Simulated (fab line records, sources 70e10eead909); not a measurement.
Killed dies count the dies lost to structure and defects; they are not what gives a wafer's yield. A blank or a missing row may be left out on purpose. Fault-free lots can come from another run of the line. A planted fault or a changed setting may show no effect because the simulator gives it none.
Chamber matching	flow nand-harc	NHARC_A_STAIRCASE_DEP_471 on pecvd-01: 3 sister chambers
The step deposits SiO2, target thk 100 nm. 3 wafers are shown with their chamber, then 10 later ones without.

== WAFERS PAIRED WITH THEIR CHAMBERS ==
wafer	chamber	throttle-valve-pct (%)
L089.6	2	16.0
L088.1	0	16.3
L088.3	1	14.9

== WAFERS WITH NO CHAMBER GIVEN ==
wafer	throttle-valve-pct (%)
L088.5	16.2
L091.2	15.8
L091.3	16.2
L091.4	16.3
L096.2	15.3
L096.3	15.7
L096.4	15.7
L095.2	15.2
L095.4	15.5
L095.6	15.1

== CHAMBER TAKEN BY EACH ==
wafer	from the rows above	in truth
L088.5	can't be placed: 0 or 2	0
L091.2	can't be placed: 2 or 0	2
L091.3	can't be placed: 0 or 2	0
L091.4	can't be placed: 0 or 2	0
L096.2	can't be placed: 1 or 2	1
L096.3	can't be placed: 2 or 0 or 1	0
L096.4	can't be placed: 2 or 0 or 1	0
L095.2	can't be placed: 1 or 2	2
L095.4	can't be placed: 2 or 1 or 0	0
L095.6	1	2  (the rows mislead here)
Placed correctly: 0 of 10. Can't be placed from these rows: 9 (the true chamber is among the candidates in 9). Number placed wrongly: 1.
How it was worked out, from the rows above alone: a wafer's distance from a chamber is the root of the sum, over the readings, of the square of ((its reading less the chamber's mean) divided by the reading's scatter). If the next closest chamber is less than 2 further off than the closest, the wafer can't be placed; otherwise it belongs to the closest. Each chamber's mean is taken over the wafers shown for it. The scatter (one wafer shown for each chamber): square how far every hidden wafer sits from the nearest shown wafer, average those squares and take the square root.
